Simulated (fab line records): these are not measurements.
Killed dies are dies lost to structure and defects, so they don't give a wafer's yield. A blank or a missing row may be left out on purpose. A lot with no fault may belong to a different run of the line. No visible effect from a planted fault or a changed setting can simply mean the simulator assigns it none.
fab line records | flow nand_harc
[record] lots = 6 wafers = 18 last_day = 26
route steps=1159 shown A_BLC@982 A_M0@994 END@1159
lots that met no fault: taken from a fault-free run of the same line
start_h: hours from the record's first day to the start of the lot's first wafer shown | wait_h: hours since the lot's step before | " identical to the entry in the row above | L1.1+2: several wafers, shown together as one row | - no value, or no start was given | * or withheld: withheld | < > ~ a bound
route shown NAME@n: a module of which the file shows steps, and the number in the route of the first | usual: mean/standard deviation of fault-free wafers | same: alike in all rows | chamber/n: place in a boat | sites: readings site by site | _std_site: standard deviation across them | _edge_site: inner sites' mean taken away from outer sites' mean | radius_mm: for every site, how far away it sits from the centre of the wafer | mask NAME#n: copy n | behind: the tool/chamber that last shaped the wafer | hold: cause of the lot's hold/its duration in hours/its outcome | device: which transistor (n, p or np) failed to switch | end of line: the route-end tests of the same wafers | a step with no rows: only its recipe | killed: at the first sort, the dies lost to defects and structure; wafer yield is something else | map: the dies of a wafer, with x for killed, . for not killed, _ for no die there
set.NAME: the setting that was run; set.NAME@STEP: the one run at that earlier step | model.NAME: the simulator's own value behind a step, which no gauge read
lots at selected steps of the route; one table per step, one row per wafer
services: a tool's chamber out of use, with start hour (start_h, from the record's first day; less than 0 if before it), hours out, and reason
[[steps]]
[step NHARC_A_BLC_STRIP_29]
[recipe] cf4_flow_sccm = 150 ar_flow_sccm = 0 bias_w = 0 chemistry = CF4
[step NHARC_A_BLC_STRIP_21]
[recipe] o2_flow_sccm = 500 ar_flow_sccm = 0 bias_w = 0 chemistry = O2
[step NHARC_A_BLC_STRIP_22]
[recipe] time_s = 600 temp_c = 30 chemistry = post_etch_residue_remover
[step NHARC_A_BLC_DEGAS_30]
[recipe] temp_c = 300 time_s = 60
[usual] heater_power_w = 482/38
// columns lot.wafer tool chamber start_h wait_h heater_power_w
L793.2 pvd_sputter-01 - 411.91 - 475
L793.4 " - " " 486
L793.3 " - " " 527
L802.2 pvd_sputter-02 - 510.69 - 442
L802.4 " - " " 543
L802.1 " - " " 489
L807.4 pvd_sputter-03 - 513.39 - 444
L807.1 " - " " 407
L807.3 " - " " 495
L799.3 pvd_sputter-03 - 518.71 - 478
L799.5 " - " " 438
L799.6 " - " " 418
L810.2 pvd_sputter-02 - 542.91 - 543
L810.5 " - " " 478
L810.6 " - " " 503
L809.3 pvd_sputter-03 - 542.92 - 429
L809.4 " - " " 474
L809.6 " - " " 437
[step NHARC_A_BLC_PRE_CLEAN_31]
[recipe] time_s = 15 bias_v = 250 gas = Ar
[step NHARC_A_BLC_PVD_32]
[recipe] target_thk_a = 50 chamber_pressure_pa = 5 power_w = 5000 substrate_temp_c = 200 time_s = 17.7 material = Ti
[step NHARC_A_BLC_ALD_23]
[recipe] target_thk_a = 30 pulse_time_s = 1 ald_cycles = 150 temp_c = 450 material = TiN
[step NHARC_A_BLC_CVD_24]
[recipe] target_thk_a = 1500 temp_c = 300 pressure_torr = 40 wf6_flow_sccm = 40 h2_flow_sccm = 1600 ar_flow_sccm = 1560 time_s = 434 material = W
[step NHARC_A_BLC_CMP_25]
[recipe] t_overpolish_s = 30 target_thk_nm = 150
[usual] motor_current_A = 12.0/1.2 overpolish_run_s = 30.000/0.0088 time_to_endpoint_s = 30.1/2.1
// columns lot.wafer tool chamber start_h wait_h motor_current_A overpolish_run_s time_to_endpoint_s
L793.3 cmp-04 1 427.12 0.2 12.0 29.999 28.0
L793.4 " 3 " " 11.0 30.000 33.3
L793.2 " 0 " " 10.2 30.003 31.6
L802.4 cmp-03 3 513.82 0.3 13.6 30.010 28.8
L802.2 " 1 " " 12.5 30.003 32.3
L802.1 " 2 " " 12.4 29.997 31.2
L807.1 cmp-04 3 514.45 0.5 10.8 30.007 34.0
L807.3 " 0 " " 10.9 30.004 33.7
L807.4 " 1 " " 11.8 29.982 32.8
L799.3 cmp-04 2 523.92 0.3 13.2 30.005 29.2
L799.6 " 0 " " 10.1 29.993 31.2
L799.5 " 1 " " 12.1 30.000 29.2
L810.2 cmp-02 2 559.91 0.5 9.9 30.001 31.1
L810.6 " 2 " " 10.2 30.004 29.9
L810.5 " 3 " " 11.9 30.005 32.0
L809.4 cmp-03 0 560.27 0.2 11.1 29.974 30.2
L809.3 " 1 " " 12.7 30.000 31.1
L809.6 " 0 " " 11.3 30.000 30.2
[step NHARC_A_BLC_SRD_27]
[step NHARC_A_BLC_INSPECT_28]
[usual] raw_defect_count = 416/98
// columns lot.wafer tool chamber start_h wait_h raw_defect_count
L793.2 defect_inspect-02 - 427.53 0.1 356
L793.3 " - " " 417
L793.4 " - " " 493
L802.1 defect_inspect-02 - 514.23 0.1 370
L802.2 " - " " 331
L802.4 " - " " 441
L807.1 defect_inspect-02 - 514.82 0.1 373
L807.3 " - " " 545
L807.4 " - " " 309
L799.3 defect_inspect-01 - 524.28 0.1 397
L799.5 " - " " 312
L799.6 " - " " 305
L810.2 defect_inspect-01 - 560.31 0.1 523
L810.5 " - " " 487
L810.6 " - " " 692
L809.3 defect_inspect-01 - 560.67 0.1 482
L809.4 " - " " 421
L809.6 " - " " 534
[step NHARC_A_M0_DEP_00]
[recipe] target_thk_a = 1500 target_thk_nm = 150 temp_c = withheld pressure_torr = 5 flow_sccm = 200 rf_w = 600 material = SiOC
[usual] chamber_pressure_Torr = 5.001/0.011
// columns lot.wafer tool chamber start_h wait_h chamber_pressure_Torr
L793.3 pecvd-03 1 427.64 0.1 4.972
L793.2 " 2 " " 4.994
L793.4 " 1 " " 4.988
L802.1 pecvd-01 1 514.29 0.1 4.989
L802.2 " 2 " " 4.982
L802.4 " 0 " " 4.997
L807.3 pecvd-02 1 514.89 0.1 4.998
L807.1 " 0 " " 5.000
L807.4 " 2 " " 5.015
L799.3 pecvd-01 0 524.34 0.1 5.010
L799.5 " 0 " " 4.995
L799.6 " 2 " " 5.026
L810.2 pecvd-03 1 560.49 0.2 4.995
L810.5 " 1 " " 4.991
L810.6 " 0 " " 5.011
L809.3 pecvd-03 1 561.02 0.3 5.001
L809.6 " 2 " " 5.020
L809.4 " 0 " " 4.991
[step NHARC_A_M0_DEHYDRATE_01]
[recipe] temp_c = 150 time_s = 120
[step NHARC_A_M0_HMDS_02]
[recipe] time_s = 30
[step NHARC_A_M0_COAT_33]
[recipe] temp_c = 200 time_s = 65
[step NHARC_A_M0_COAT_03]
[recipe] spin_rpm = 1500 resist_thk_nm = 90
[step NHARC_A_M0_SOFTBAKE_04]
[recipe] temp_c = 105 time_s = 55
[step NHARC_A_M0_EBR_05]
[step NHARC_A_M0_EXPOSE_06]
[recipe] na = 1.35 target_cd_nm = 80 dose_mj = 83.25 mask_id = A_M0
[step NHARC_A_M0_PEB_07]
[recipe] peb_temp_c = 100 peb_time_s = 65
[step NHARC_A_M0_DEVELOP_08]
[recipe] develop_time_s = 35 dev_temp_c = 23
[step NHARC_A_M0_CD_MEAS_09]
[recipe] target_cd_nm = 80 landing_energy_ev = 500
[usual] cd_nm = 79.9/0.51
// columns lot.wafer tool chamber start_h wait_h cd_nm
L793.2 cd_sem-01 0 428.43 - 79.7
L793.3 " 0 " " 79.9
L793.4 " 0 " " 80.4
L802.1 cd_sem-01 0 515.00 - 78.7
L802.2 " 0 " " 78.9
L802.4 " 0 " " 79.2
L807.1 cd_sem-03 0 515.60 - 78.7
L807.3 " 0 " " 79.5
L807.4 " 0 " " 79.3
L799.3 cd_sem-03 0 525.18 - 80.2
L799.5 " 0 " " 80.1
L799.6 " 0 " " 80.5
L810.2 cd_sem-01 0 561.38 - 79.3
L810.5 " 0 " " 79.6
L810.6 " 0 " " 79.1
L809.3 cd_sem-02 0 561.64 - 80.6
L809.4 " 0 " " 79.7
L809.6 " 0 " " 80.5
[step NHARC_A_M0_OVL_MEAS_10]
[recipe] pitch_nm = 160
[usual] overlay_x_nm = -0.3/0.87 overlay_y_nm = -0.1/0.78
// columns lot.wafer tool chamber start_h wait_h overlay_x_nm overlay_y_nm
L793.2 overlay-02 - 428.51 - -1.6 0.2
L793.3 " - " " -1.4 -0.3
L793.4 " - " " -1.2 -0.3
L802.1 overlay-02 - 515.09 - 1.5 1.1
L802.2 " - " " 1.3 1.1
L802.4 " - " " 1.2 0.6
L807.1 overlay-02 - 515.69 - -1.2 0.5
L807.3 " - " " -1.5 0.0
L807.4 " - " " -1.2 -0.1
L799.3 overlay-01 - 525.27 - 0.4 -0.1
L799.5 " - " " 0.4 -0.1
L799.6 " - " " -0.5 0.0
L810.2 overlay-01 - 561.47 - 0.0 0.3
L810.5 " - " " 1.0 0.0
L810.6 " - " " 0.2 0.4
L809.3 overlay-01 - 561.72 - -0.3 0.4
L809.4 " - " " -0.9 1.0
L809.6 " - " " -0.6 0.7
[step NHARC_A_M0_INSPECT_11]
[usual] raw_defect_count = 31/14
// columns lot.wafer tool chamber start_h wait_h raw_defect_count
L793.2 defect_inspect-02 - 428.55 0.0 26
L793.3 " - " " 21
L793.4 " - " " 20
L802.1 defect_inspect-02 - 515.13 0.0 7
L802.2 " - " " 14
L802.4 " - " " 14
L807.1 defect_inspect-01 - 515.73 0.0 37
L807.3 " - " " 30
L807.4 " - " " 33
L799.3 defect_inspect-01 - 525.30 0.0 15
L799.5 " - " " 18
L799.6 " - " " 17
L810.2 defect_inspect-02 - 561.50 0.0 43
L810.5 " - " " 56
L810.6 " - " " 52
L809.3 defect_inspect-01 - 561.76 0.0 26
L809.4 " - " " 41
L809.6 " - " " 36
[step NHARC_A_M0_DESCUM_14]
[recipe] time_s = 3 o2_flow_sccm = 200 ar_flow_sccm = 0 bias_power_w = 0 chemistry = O2
[step NHARC_A_M0_ETCH_34]
[recipe] target_depth_a = 400 overetch_a = 120 time_s = 43.94 ion_energy_ev = 200 n2_flow_sccm = 150 h2_flow_sccm = 150 ar_flow_sccm = 0 rf_w = 400 bias_w = 150 chemistry = N2/H2
[step NHARC_A_M0_ETCH_15]
[recipe] target_depth_a = 1500 overetch_a = 150 time_s = 82.5 c4f8_flow_sccm = withheld ar_flow_sccm = 400 rf_w = 600 bias_w = 300 chemistry = C4F8/Ar
[usual] oes_product_au = 0.962/0.019 rf_vpp_V = 440.8/2.4
// columns lot.wafer tool chamber start_h wait_h oes_product_au rf_hours_counter_h rf_vpp_V
L793.3 rie_diel-05 1 - - 0.943 4 440.1
L793.4 " 3 " " 0.975 5 441.1
L793.2 " 0 " " 0.977 5 441.0
L802.1 rie_diel-05 1 - - 0.917 10 440.0
L802.4 " 2 " " 0.925 9 438.7
L802.2 " 0 " " 0.931 10 439.9
L807.3 rie_diel-05 1 - - 0.936 10 440.7
L807.4 " 2 " " 0.930 9 438.1
L807.1 " 0 " " 0.922 10 438.0
L799.3 rie_diel-10 0 - - 0.963 10 442.9
L799.6 " 0 " " 0.966 - 444.3
L799.5 " 1 " " 0.972 - 441.2
L810.2 rie_diel-02 2 - - 0.980 2 445.4
L810.6 " 1 " " 0.965 - 444.7
L810.5 " 2 " " 0.978 - 445.7
L809.3 rie_diel-05 2 - - 0.952 3 437.6
L809.4 " 1 " " 0.956 2 439.2
L809.6 " 2 " " 0.950 - 437.2
[step NHARC_A_M0_CD_MEAS_16]
[usual] cd_nm = 79.7/0.67
// columns lot.wafer tool chamber start_h wait_h cd_nm
L793.2 cd_sem-03 - 428.91 - 79.8
L793.3 " - " " 79.6
L793.4 " - " " 80.3
L802.1 cd_sem-01 - 515.49 - 78.7
L802.2 " - " " 79.1
L802.4 " - " " 78.4
L807.1 cd_sem-01 - 516.09 - 78.7
L807.3 " - " " 78.4
L807.4 " - " " 78.6
L799.3 cd_sem-03 - 525.67 - 80.6
L799.5 " - " " 80.4
L799.6 " - " " 80.1
L810.2 cd_sem-02 - 561.88 - 79.0
L810.5 " - " " 78.9
L810.6 " - " " 78.6
L809.3 cd_sem-03 - 562.13 - 79.9
L809.4 " - " " 79.6
L809.6 " - " " 80.7
[step NHARC_A_M0_STRIP_18]
[recipe] power_w = 1000 n2_flow_sccm = 150 h2_flow_sccm = 150 ar_flow_sccm = 0 bias_w = 0 chemistry = N2/H2
[step NHARC_A_M0_STRIP_19]
[recipe] time_s = 600 temp_c = 30 chemistry = post_etch_residue_remover
[step NHARC_A_M0_DEGAS_28]
[recipe] temp_c = 250 time_s = 60
[step NHARC_A_M0_PRE_CLEAN_29]
[recipe] time_s = 30 temp_c = 280 gas = H2/He
[usual] heater_power_w = 416/35
// columns lot.wafer tool chamber start_h wait_h heater_power_w
L793.3 pvd_sputter-03 - - - 449
L793.4 " - " " 401
L793.2 " - " " 379
L802.1 pvd_sputter-02 - - - 433
L802.2 " - " " 381
L802.4 " - " " 504
L807.3 pvd_sputter-03 - - - 439
L807.1 " - " " 367
L807.4 " - " " 435
L799.3 pvd_sputter-03 - - - 365
L799.6 " - " " 438
L799.5 " - " " 385
L810.2 pvd_sputter-01 - - - 435
L810.6 " - " " 472
L810.5 " - " " 418
L809.4 pvd_sputter-03 - - - 446
L809.3 " - " " 365
L809.6 " - " " 385
[step NHARC_A_M0_PVD_20]
[recipe] target_thk_a = 50 bias_v = 168.6 power_w = 15000 chamber_pressure_pa = 0.12 time_s = 8.06 substrate_temp_c = 50 material = TaN
[step NHARC_A_M0_PVD_21]
[recipe] target_thk_a = 300 chamber_pressure_pa = 5 power_w = 5000 substrate_temp_c = 30 time_s = 20.49 material = Cu
[step NHARC_A_M0_ECD_22]
[recipe] target_thk_a = 4000 bath_temp_c = 25 material = Cu
[step NHARC_A_M0_ANNEAL_30]
[recipe] temp_c = 225 time_s = 90
[step NHARC_A_M0_CMP_23]
[recipe] t_overpolish_s = 20 target_thk_nm = 113.75
[usual] motor_current_A = 11.8/1.2 time_to_endpoint_s = 28.8/1.9
// columns lot.wafer tool chamber start_h wait_h motor_current_A time_to_endpoint_s
L793.4 cmp-02 0 430.63 - 14.2 29.8
L793.3 " 1 " " 10.9 27.6
L793.2 " 3 " " 11.8 30.4
L802.1 cmp-01 2 517.42 - 13.8 29.2
L802.4 " 0 " " 10.2 29.4
L802.2 " 1 " " 12.6 28.3
L807.1 cmp-01 3 518.12 - 11.8 26.4
L807.3 " 0 " " 10.7 28.0
L807.4 " 1 " " 13.1 26.7
L799.3 cmp-04 3 527.46 - 10.8 29.5
L799.5 " 0 " " 10.5 31.1
L799.6 " 1 " " 12.0 30.3
L810.2 cmp-01 1 563.63 - 13.0 28.8
L810.5 " 3 " " 11.5 30.5
L810.6 " 0 " " 10.6 27.3
L809.4 cmp-04 3 564.03 - 11.2 30.4
L809.3 " 2 " " 13.0 26.1
L809.6 " 3 " " 10.8 29.4
[step NHARC_A_M0_SRD_25]
[step NHARC_A_M0_INSPECT_27]
[usual] raw_defect_count = 422/110
// columns lot.wafer tool chamber start_h wait_h raw_defect_count
L793.2 defect_inspect-01 - 431.10 0.0 398
L793.3 " - " " 499
L793.4 " - " " 392
L802.1 defect_inspect-01 - 517.89 0.0 581
L802.2 " - " " 487
L802.4 " - " " 508
L807.1 defect_inspect-02 - 518.59 0.0 575
L807.3 " - " " 547
L807.4 " - " " 617
L799.3 defect_inspect-02 - 527.87 0.0 287
L799.5 " - " " 336
L799.6 " - " " 409
L810.2 defect_inspect-02 - 564.10 0.0 554
L810.5 " - " " 614
L810.6 " - " " 443
L809.3 defect_inspect-02 - 564.51 0.0 358
L809.4 " - " " 461
L809.6 " - " " 334
[step NHARC_END_SORT_01]
[recipe] temp_c = 25
[usual] defect_limited_yield = 95.4/1.6 killed_at_array = 28/11 killed_at_other = 0.9/1.2 killed_at_periphery = 2.6/2.1 killed_dies = 31/11 killed_open = 3.1/1.7 killed_short = 1.9/1.3 sort_bin_2_pct = 1.5/0.64 sort_bin_3_pct = 0.26/0.21 sort_bin_4_pct = 2.9/1.1 sort_n_pass = 646/11 sort_rim_yield_pct = 96.4/2.3 sort_yield_pct = 95.4/1.6
[same] gross_dies = 677 sort_bin_5_pct[%] = 0 sort_bin_6_pct[%] = 0 sort_bin_7_pct[%] = 0 sort_bin_8_pct[%] = 0 sort_rim_n_gross = 106.00
// columns lot.wafer tool chamber start_h wait_h defect_limited_yield[%] killed_at_array killed_at_other killed_at_periphery killed_dies killed_open killed_short sort_bin_2_pct[%] sort_bin_3_pct[%] sort_bin_4_pct[%] sort_n_pass sort_rim_yield_pct[%] sort_yield_pct[%]
L793.2 prober-02 0 477.26 2.8 96.3 23 0 2 25 1 2 0.4 0.30 3.0 652 99.1 96.3
L793.3 prober-02 0 478.06 3.1 97.5 15 0 2 17 1 0 0.7 0.30 1.5 660 97.2 97.5
L793.4 prober-02 0 478.86 3.4 96.3 20 1 4 25 2 2 1.8 0.44 1.5 652 96.2 96.3
L802.1 prober-01 0 556.79 2.5 97.9 13 0 1 14 3 3 0.7 0.15 1.2 663 98.1 97.9
L802.2 prober-01 0 557.59 2.8 96.5 15 4 5 24 3 3 0.7 0.30 2.5 653 97.2 96.5
L802.4 prober-01 0 559.19 3.4 97.3 15 1 2 18 5 1 0.9 0.15 1.6 659 98.1 97.3
L807.1 prober-02 0 556.87 2.5 94.4 32 1 5 38 7 0 1.9 0.15 3.5 639 98.1 94.4
L807.3 prober-02 0 558.46 3.1 95.3 29 1 2 32 2 2 1.8 0.15 2.8 645 98.1 95.3
L807.4 prober-02 0 559.26 3.4 94.8 33 2 0 35 4 2 1.8 0.30 3.1 642 93.4 94.8
L799.3 prober-02 0 573.94 3.1 97.8 14 0 1 15 1 3 0.4 0 1.8 662 100.0 97.8
L799.5 prober-02 0 575.55 3.7 96.6 20 2 1 23 3 3 1.2 0 2.2 654 98.1 96.6
L799.6 prober-02 0 576.36 4.0 96.9 17 1 3 21 3 2 0.4 0.15 2.5 656 98.1 96.9
L810.2 prober-02 0 606.89 2.7 93.6 42 0 1 43 7 1 2.5 0.15 3.7 634 97.2 93.6
L810.5 prober-02 0 609.29 3.7 94.1 35 0 5 40 1 1 1.5 0.74 3.7 637 95.3 94.1
L810.6 prober-02 0 610.09 4.0 0 676 0 1 677 3 3 95.9 0.15 4.0 0 0 0
L809.3 prober-01 0 610.92 3.1 94.7 30 1 5 36 3 4 1.8 0.59 3.0 641 99.1 94.7
L809.4 prober-01 0 611.72 3.4 0 676 0 1 677 2 1 97.6 0.15 2.2 0 0 0
L809.6 prober-01 0 613.32 4.0 94.2 30 2 7 39 3 3 1.6 0.44 3.7 638 94.3 94.2
// killed by level:class
L793.2 A_CHANNEL_HOLE_D1:chamber_film_flake=10 A_SLIT:chamber_film_flake=5 A_STAIRCASE:chamber_film_flake=3 A_CONTACT:chamber_film_flake=2 A_ONON_D1:geometric_particle:open=1 A_SGD_CUT:geometric_particle:short=1 A_CONTACT:geometric_particle:short=1 P_STI:chamber_film_flake=1
L793.3 A_CHANNEL_HOLE_D1:chamber_film_flake=8 A_SLIT:chamber_film_flake=3 A_CONTACT:chamber_film_flake=3 P_GATE:geometric_particle:open=1 P_STI:chamber_film_flake=1 A_STAIRCASE:chamber_film_flake=1
L793.4 A_CHANNEL_HOLE_D1:chamber_film_flake=9 A_STAIRCASE:chamber_film_flake=4 A_SLIT:chamber_film_flake=4 P_M0:geometric_particle:open=1 P_M1:geometric_particle:short=1 A_ONON_D1:geometric_particle:short=1 A_CONTACT:geometric_particle:open=1 P_ZERO_WELL:chamber_film_flake=1
L802.1 A_CHANNEL_HOLE_D1:chamber_film_flake=3 A_CONTACT:geometric_particle:short=2 A_CONTACT:chamber_film_flake=2 A_ONON_D1:geometric_particle:open=1 A_CHANNEL_FILL_D1:geometric_particle:short=1 A_WL_FILL:geometric_particle:open=1 A_CONTACT:geometric_particle:open=1 P_M0:chamber_film_flake=1
L807.1 A_CHANNEL_HOLE_D1:chamber_film_flake=21 A_CONTACT:chamber_film_flake=7 P_M0:geometric_particle:open=3 A_STAIRCASE:chamber_film_flake=2 P_CONTACT:geometric_particle:open=1 A_WL_FILL:geometric_particle:open=1 A_M0:geometric_particle:open=1 STARTING-WAFER:geometric_particle:open=1
L802.2 A_CHANNEL_HOLE_D1:chamber_film_flake=4 THIN_TSV:chamber_film_flake=4 A_ZERO_WELL:chamber_film_flake=3 P_CONTACT:geometric_particle:open=1 A_CHANNEL_FILL_D1:geometric_particle:short=1 A_WL_FILL:geometric_particle:short=1 A_CONTACT:geometric_particle:open=1 A_M0:geometric_particle:open=1
L807.3 A_CHANNEL_HOLE_D1:chamber_film_flake=14 A_CONTACT:chamber_film_flake=10 A_CHANNEL_FILL_D1:geometric_particle:open=1 A_STAIRCASE:geometric_particle:open=1 A_WL_FILL:geometric_particle:short=1 A_CONTACT:geometric_particle:short=1 P_ZERO_WELL:chamber_film_flake=1 P_GATE:chamber_film_flake=1
L802.4 A_CHANNEL_HOLE_D1:chamber_film_flake=5 A_WL_FILL:chamber_film_flake=3 P_CONTACT:geometric_particle:open=2 A_CONTACT:chamber_film_flake=2 A_CHANNEL_FILL_D1:geometric_particle:open=1 A_WL_FILL:geometric_particle:open=1 A_CONTACT:geometric_particle:open=1 A_CONTACT:geometric_particle:short=1
L807.4 A_CHANNEL_HOLE_D1:chamber_film_flake=19 A_CONTACT:chamber_film_flake=7 A_CONTACT:geometric_particle:open=2 THIN_TSV:chamber_film_flake=2 A_SOURCE_PLATE:geometric_particle:open=1 A_CHANNEL_HOLE_D1:geometric_particle:short=1 A_WL_FILL:geometric_particle:short=1 A_M0:geometric_particle:open=1
L799.3 A_CONTACT:chamber_film_flake=6 A_CHANNEL_HOLE_D1:chamber_film_flake=2 A_STAIRCASE:chamber_film_flake=2 P_GATE:geometric_particle:short=1 A_ONON_D1:geometric_particle:short=1 A_SGD_CUT:geometric_particle:open=1 A_WL_FILL:geometric_particle:short=1 A_CHANNEL_FILL_D1:chamber_film_flake=1
L799.5 A_CHANNEL_HOLE_D1:chamber_film_flake=5 A_STAIRCASE:chamber_film_flake=5 A_CHANNEL_FILL_D1:chamber_film_flake=3 A_CONTACT:chamber_film_flake=2 P_M0:geometric_particle:open=1 A_WL_FILL:geometric_particle:short=1 A_CONTACT:geometric_particle:short=1 A_BLC:geometric_particle:open=1
L799.6 A_CHANNEL_HOLE_D1:chamber_film_flake=7 A_STAIRCASE:chamber_film_flake=4 A_CONTACT:chamber_film_flake=3 P_M0:geometric_particle:open=1 P_M2:geometric_particle:open=1 A_CHANNEL_HOLE_D1:geometric_particle:short=1 A_WL_FILL:geometric_particle:short=1 STARTING-WAFER:geometric_particle:open=1
L810.2 A_CHANNEL_HOLE_D1:chamber_film_flake=18 A_SLIT:chamber_film_flake=8 A_CONTACT:chamber_film_flake=4 A_ONON_D1:geometric_particle:open=3 A_STAIRCASE:chamber_film_flake=3 A_CHANNEL_HOLE_D1:geometric_particle:open=1 A_CHANNEL_FILL_D1:geometric_particle:short=1 A_CHANNEL_FILL_D1:geometric_particle:open=1
L810.5 A_CHANNEL_HOLE_D1:chamber_film_flake=17 A_SLIT:chamber_film_flake=9 A_CONTACT:chamber_film_flake=7 P_M2:chamber_film_flake=2 P_CONTACT:geometric_particle:short=1 A_CHANNEL_FILL_D1:geometric_particle:open=1 P_ZERO_WELL:chamber_film_flake=1 P_STI:chamber_film_flake=1
L810.6 A_M0:area_dep=637 A_CHANNEL_HOLE_D1:chamber_film_flake=18 A_SLIT:chamber_film_flake=12 A_CHANNEL_FILL_D1:geometric_particle:short=3 A_CONTACT:chamber_film_flake=2 A_ONON_D1:geometric_particle:open=1 A_CONTACT:geometric_particle:open=1 A_M0:geometric_particle:open=1
L809.3 A_CHANNEL_HOLE_D1:chamber_film_flake=17 P_M2:chamber_film_flake=5 A_STAIRCASE:chamber_film_flake=3 A_M1:chamber_film_flake=2 A_SOURCE_PLATE:geometric_particle:short=1 A_ONON_D1:geometric_particle:short=1 A_SGD_CUT:geometric_particle:open=1 A_WL_FILL:geometric_particle:short=1
L809.4 A_M0:area_dep=645 A_CHANNEL_HOLE_D1:chamber_film_flake=19 A_STAIRCASE:chamber_film_flake=5 A_CONTACT:chamber_film_flake=3 A_ONON_D1:geometric_particle:short=1 A_CONTACT:geometric_particle:open=1 A_M1:geometric_particle:open=1 P_M2:chamber_film_flake=1
L809.6 A_CHANNEL_HOLE_D1:chamber_film_flake=20 P_M2:chamber_film_flake=5 A_CONTACT:chamber_film_flake=3 A_STAIRCASE:chamber_film_flake=2 P_GATE:geometric_particle:short=1 A_ONON_D1:geometric_particle:open=1 A_CHANNEL_HOLE_D1:geometric_particle:open=1 A_CHANNEL_FILL_D1:geometric_particle:short=1
// map L809.4 (x killed, . not)
____________x____________
_________xxxxxxx_________
_______xxxxxxxxxxx_______
______xxxxxxxxxxxxx______
_____xxxxxxxxxxxxxxx_____
____xxxxxxxxxxxxxxxxx____
____xxxxxxxxxxxxxxxxx____
___xxxxxxxxxxxxxxxxxxx___
___xxxxxxxxxxxxxxxxxxx___
__xxxxxxxxxxxxxxxxxxxxx__
__xxxxxxxxxxxxxxxxxxxxx__
_xxxxxxxxxxxxxxxxxxxxxxx_
_xxxxxxxxxxxxxxxxxxxxxxx_
_xxxxxxxxxxxxxxxxxxxxxxx_
_xxxxxxxxxxxxxxxxxxxxxxx_
_xxxxxxxxxxxxxxxxxxxxxxx_
xxxxxxxxxxxxxxxxxxxxxxxxx
xxxxxxxxxxxxxxxxxxxxxxxxx
xxxxxxxxxxxxxxxxxxxxxxxxx
xxxxxxxxxxxxxxxxxxxxxxxxx
xxxxxxxxxxxxxxxxxxxxxxxxx
_xxxxxxxxxxxxxxxxxxxxxxx_
_xxxxxxxxxxxxxxxxxxxxxxx_
_xxxxxxxxxxxxxxxxxxxxxxx_
_xxxxxxxxxxxxxxxxxxxxxxx_
_xxxxxxxxxxxxxxxxxxxxxxx_
__xxxxxxxxxxxxxxxxxxxxx__
__xxxxxxxxxxxxxxxxxxxxx__
___xxxxxxxxxxxxxxxxxxx___
___xxxxxxxxxxxxxxxxxxx___
____xxxxxxxxxxxxxxxxx____
____xxxxxxxxxxxxxxxxx____
_____xxxxxxxxxxxxxxx_____
______xxxxxxxxxxxxx______
_______xxxxxxxxxxx_______
_________xxxxxxx_________
____________x____________
// map L810.6 (x killed, . not)
____________x____________
_________xxxxxxx_________
_______xxxxxxxxxxx_______
______xxxxxxxxxxxxx______
_____xxxxxxxxxxxxxxx_____
____xxxxxxxxxxxxxxxxx____
____xxxxxxxxxxxxxxxxx____
___xxxxxxxxxxxxxxxxxxx___
___xxxxxxxxxxxxxxxxxxx___
__xxxxxxxxxxxxxxxxxxxxx__
__xxxxxxxxxxxxxxxxxxxxx__
_xxxxxxxxxxxxxxxxxxxxxxx_
_xxxxxxxxxxxxxxxxxxxxxxx_
_xxxxxxxxxxxxxxxxxxxxxxx_
_xxxxxxxxxxxxxxxxxxxxxxx_
_xxxxxxxxxxxxxxxxxxxxxxx_
xxxxxxxxxxxxxxxxxxxxxxxxx
xxxxxxxxxxxxxxxxxxxxxxxxx
xxxxxxxxxxxxxxxxxxxxxxxxx
xxxxxxxxxxxxxxxxxxxxxxxxx
xxxxxxxxxxxxxxxxxxxxxxxxx
_xxxxxxxxxxxxxxxxxxxxxxx_
_xxxxxxxxxxxxxxxxxxxxxxx_
_xxxxxxxxxxxxxxxxxxxxxxx_
_xxxxxxxxxxxxxxxxxxxxxxx_
_xxxxxxxxxxxxxxxxxxxxxxx_
__xxxxxxxxxxxxxxxxxxxxx__
__xxxxxxxxxxxxxxxxxxxxx__
___xxxxxxxxxxxxxxxxxxx___
___xxxxxxxxxxxxxxxxxxx___
____xxxxxxxxxxxxxxxxx____
____xxxxxxxxxxxxxxxxx____
_____xxxxxxxxxxxxxxx_____
______xxxxxxxxxxxxx______
_______xxxxxxxxxxx_______
_________xxxxxxx_________
____________x____________
[[services]]
// columns tool chamber start_h hours kind
cmp-02 - 391.66 2.3 repair
pvd_sputter-02 - 392.00 10.0 pm
cmp-04 - 399.00 4.0 pm
cmp-03 - 400.19 0.3 repair
pvd_sputter-03 - 404.00 3.0 repair
pvd_sputter-01 - 404.17 4.2 repair
cmp-01 - 405.20 4.0 pm
cmp-04 - 408.57 11.5 repair
pecvd-01 - 418.53 13.0 pm
cmp-02 - 422.55 4.0 pm
pvd_sputter-03 - 458.06 10.0 pm
cmp-04 - 466.91 5.6 repair
pecvd-03 - 473.00 13.0 pm
pvd_sputter-03 - 491.92 1.0 repair
cmp-01 - 493.30 5.1 repair
cmp-04 - 497.00 4.0 pm
pvd_sputter-03 - 497.98 1.0 repair
cmp-01 - 500.22 1.2 repair
cmp-01 - 503.20 4.0 pm
pecvd-03 1 516.87 4.4 repair
rie_diel-05 - 517.60 9.0 pm
pvd_sputter-02 - 537.91 0.5 repair
pvd_sputter-02 - 551.57 0.5 repair
rie_diel-05 - 556.65 0.5 repair
[[key]]
[first_sign] step = NHARC_END_SORT_01 reading = sort_bin_2_pct direction = up sigmas = 99+ usual = 1.5 struck = 96.8
[effect] step = NHARC_END_SORT_01 reading = killed_at_array direction = up sigmas = 60 usual = 28 struck = 676
[more_kills_born_at] NHARC_A_M0_DEP_00@pecvd-03 = 1282
met_at NHARC_A_M0_DEP_00
struck_wafers L809.4,L810.6
later_rows_left_out L809.4,L810.6
[fault] kind = process_parameter_drift tool = pecvd-03 chamber = 0 onset_h = 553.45 steps = NHARC_A_M0_DEP_00 channel = target_thk_a offset = * shape = step end_h = 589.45 acts_in = * stated = *
// later_rows_left_out: the simulator's readings of these wafers behind a module that went badly wrong aren't trusted and aren't shown, but for the sort
